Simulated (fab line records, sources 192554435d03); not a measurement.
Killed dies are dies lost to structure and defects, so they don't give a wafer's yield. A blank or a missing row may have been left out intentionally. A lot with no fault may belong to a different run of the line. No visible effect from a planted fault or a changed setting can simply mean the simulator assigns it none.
Which tool did it? + flow n5Finfet + 11 lots with 33 wafers sampled at 5 steps, on a route of 1938 steps

## WHAT THE GAUGES SHOWED, per wafer
N5_BEOL_M13_THK_MEAS_01.
| lot  | measured     | on           | M13_ILD_THK (nm) |
|------|--------------|--------------|------------------|
| L118 | day 11 03:37 | filmMetro-01 | 829 850 843      |
| L121 | day 11 16:14 | filmMetro-01 | 841 838 848      |
| L124 | day 13 17:31 | filmMetro-01 | 822 832 843      |
| L127 | day 13 21:43 | filmMetro-01 | 827 846 832      |
| L126 | day 14 09:19 | filmMetro-02 | 835 819 838      |
| L131 | day 14 23:46 | filmMetro-02 | 826 853 839      |
| L130 | day 15 01:34 | filmMetro-01 | 826 824 836      |
| L128 | day 15 02:13 | filmMetro-01 | 833 841 841      |
| L133 | day 15 18:43 | filmMetro-02 | 836 845 848      |
| L138 | day 16 08:22 | filmMetro-01 | 832 844 846      |
| L141 | day 17 12:59 | filmMetro-02 | 832 845 851      |

N5_BEOL_M13_THK_MEAS_50: measures by xrf.
| lot  | measured     | on           | M13_THK (nm) |
|------|--------------|--------------|--------------|
| L118 | day 11 08:17 | filmMetro-02 | 427 435 424  |
| L121 | day 11 21:47 | filmMetro-01 | 422 431 417  |
| L124 | day 13 21:38 | filmMetro-02 | 420 421 413  |
| L127 | day 14 02:31 | filmMetro-01 | 422 416 417  |
| L126 | day 14 17:17 | filmMetro-02 | 415 417 419  |
| L131 | day 15 05:06 | filmMetro-02 | 430 420 419  |
| L130 | day 15 05:25 | filmMetro-01 | 426 417 420  |
| L128 | day 15 07:40 | filmMetro-01 | 438 417 437  |
| L133 | day 16 01:23 | filmMetro-01 | 423 424 421  |
| L138 | day 16 15:36 | filmMetro-02 | 421 417 421  |
| L141 | day 17 18:34 | filmMetro-02 | 429 433 428  |

## EACH LOT AND THE TOOL THAT RAN IT (in order: tool; ch and the chambers of the sampled wafers; start)
| lot  | N5_BEOL_M13_SPUTTER_44      | N5_BEOL_M13_SPUTTER_45      | N5_BEOL_M13_CMP_49            |
|------|-----------------------------|-----------------------------|-------------------------------|
| L118 | pvdSputter-03, day 11 07:20 | pvdSputter-03, day 11 07:25 | cmp-04 ch 0,1,2, day 11 08:02 |
| L121 | pvdSputter-02, day 11 20:50 | pvdSputter-02, day 11 20:55 | cmp-02 ch 0,1,2, day 11 21:34 |
| L124 | pvdSputter-03, day 13 20:35 | pvdSputter-03, day 13 20:40 | cmp-04 ch 0,3, day 13 21:23   |
| L127 | pvdSputter-03, day 14 01:31 | pvdSputter-03, day 14 01:35 | cmp-02 ch 1,2, day 14 02:13   |
| L126 | pvdSputter-01, day 14 14:48 | pvdSputter-01, day 14 14:53 | cmp-04 ch 0,1,2, day 14 17:04 |
| L131 | pvdSputter-03, day 15 04:09 | pvdSputter-03, day 15 04:14 | cmp-01 ch 0,1, day 15 04:50   |
| L130 | pvdSputter-03, day 15 04:28 | pvdSputter-03, day 15 04:33 | cmp-01 ch 0,1,3, day 15 05:12 |
| L128 | pvdSputter-03, day 15 06:40 | pvdSputter-03, day 15 06:44 | cmp-01 ch 2,3, day 15 07:23   |
| L133 | pvdSputter-03, day 16 00:25 | pvdSputter-03, day 16 00:30 | cmp-02 ch 0,3, day 16 01:08   |
| L138 | pvdSputter-01, day 16 14:38 | pvdSputter-01, day 16 14:43 | cmp-02 ch 0,1,2, day 16 15:21 |
| L141 | pvdSputter-01, day 17 17:37 | pvdSputter-01, day 17 17:41 | cmp-02 ch 0,1,3, day 17 18:23 |
- N5_BEOL_M13_SPUTTER_44: material Ta, target thk 10 nm, time 16.13 s.
- N5_BEOL_M13_SPUTTER_45: material Cu, target thk 80 nm, time 13.33 s.
- N5_BEOL_M13_CMP_49: polishes, stops on SiOC, t overpolish 17.1 s, target thk 420 nm.

## AS READ BY THE TOOLS THEMSELVES (means over the sampled wafers that have a number; for cases with no such wafer, the mark the record gives instead)
N5_BEOL_M13_SPUTTER_44.
| lot  | tool          | throttleValvePct (%) |
|------|---------------|----------------------|
| L118 | pvdSputter-03 | 30.1                 |
| L121 | pvdSputter-02 | 29.1                 |
| L124 | pvdSputter-03 | 29.7                 |
| L127 | pvdSputter-03 | 29.2                 |
| L126 | pvdSputter-01 | 30.0                 |
| L131 | pvdSputter-03 | 29.6                 |
| L130 | pvdSputter-03 | 30.2                 |
| L128 | pvdSputter-03 | 30.6                 |
| L133 | pvdSputter-03 | 29.5                 |
| L138 | pvdSputter-01 | 30.3                 |
| L141 | pvdSputter-01 | 30.7                 |

N5_BEOL_M13_SPUTTER_45.
| lot  | tool          | throttleValvePct (%) |
|------|---------------|----------------------|
| L118 | pvdSputter-03 | 30.3                 |
| L121 | pvdSputter-02 | 28.8                 |
| L124 | pvdSputter-03 | 29.8                 |
| L127 | pvdSputter-03 | 29.1                 |
| L126 | pvdSputter-01 | 29.9                 |
| L131 | pvdSputter-03 | 29.7                 |
| L130 | pvdSputter-03 | 30.1                 |
| L128 | pvdSputter-03 | 30.6                 |
| L133 | pvdSputter-03 | 29.7                 |
| L138 | pvdSputter-01 | 30.2                 |
| L141 | pvdSputter-01 | 30.7                 |

N5_BEOL_M13_CMP_49.
| lot  | tool   | barrierFieldEndpointS (s) | motorCurrentA (A) |
|------|--------|---------------------------|-------------------|
| L118 | cmp-04 | 30.8                      | 5.6               |
| L121 | cmp-02 | 30.8                      | 5.5               |
| L124 | cmp-04 | 31.4                      | 5.3               |
| L127 | cmp-02 | 29.1                      | 4.9               |
| L126 | cmp-04 | 29.8                      | 5.3               |
| L131 | cmp-01 | 30.1                      | 7.1               |
| L130 | cmp-01 | 29.6                      | 6.4               |
| L128 | cmp-01 | 25.1                      | 6.3               |
| L133 | cmp-02 | 25.6                      | 5.9               |
| L138 | cmp-02 | 30.0                      | 5.5               |
| L141 | cmp-02 | 29.5                      | 5.7               |

## THE ANSWER, worked out from the rows above alone
Rule: what is usual is taken from the lots themselves. Put in order of their means at a reading, lots are off if they are a third of the lots or fewer, leave a main group of 4 or more, and stand apart from it by a gap of 3 or more times the standard deviation of the main group's means; of several such gaps the widest counts. A main group is skipped when, at the precision printed for the reading in the tables above, its means are all equal. Also off: a lot with no number at a reading for which 4 or more lots have one. All remaining lots with rows at the step are treated as sound. Order of review: gauges by route order, followed by the tools' own readings, for which a lot's mean as printed above is used. At the first step where some lot is off, the reading lying furthest off is the one used; lots without a number count as furthest.
Off: L128, L133, at N5_BEOL_M13_CMP_49 (barrierFieldEndpointS). The main group: mean 30.1 s, standard deviation 0.7.
If a tool, at that step or one of the process steps before it, ran each lot that is off and ran no sound lot following the first of them, it fits. One candidate fits, namely pvdSputter-03 at N5_BEOL_M13_SPUTTER_44 and N5_BEOL_M13_SPUTTER_45. At N5_BEOL_M13_SPUTTER_44 its last sound lot is L130 (day 15 04:28), its first lot that is off L128 (day 15 06:40): a fault that began between those two fits.

## WHAT HAD BEEN PUT IN BY THE SIMULATOR
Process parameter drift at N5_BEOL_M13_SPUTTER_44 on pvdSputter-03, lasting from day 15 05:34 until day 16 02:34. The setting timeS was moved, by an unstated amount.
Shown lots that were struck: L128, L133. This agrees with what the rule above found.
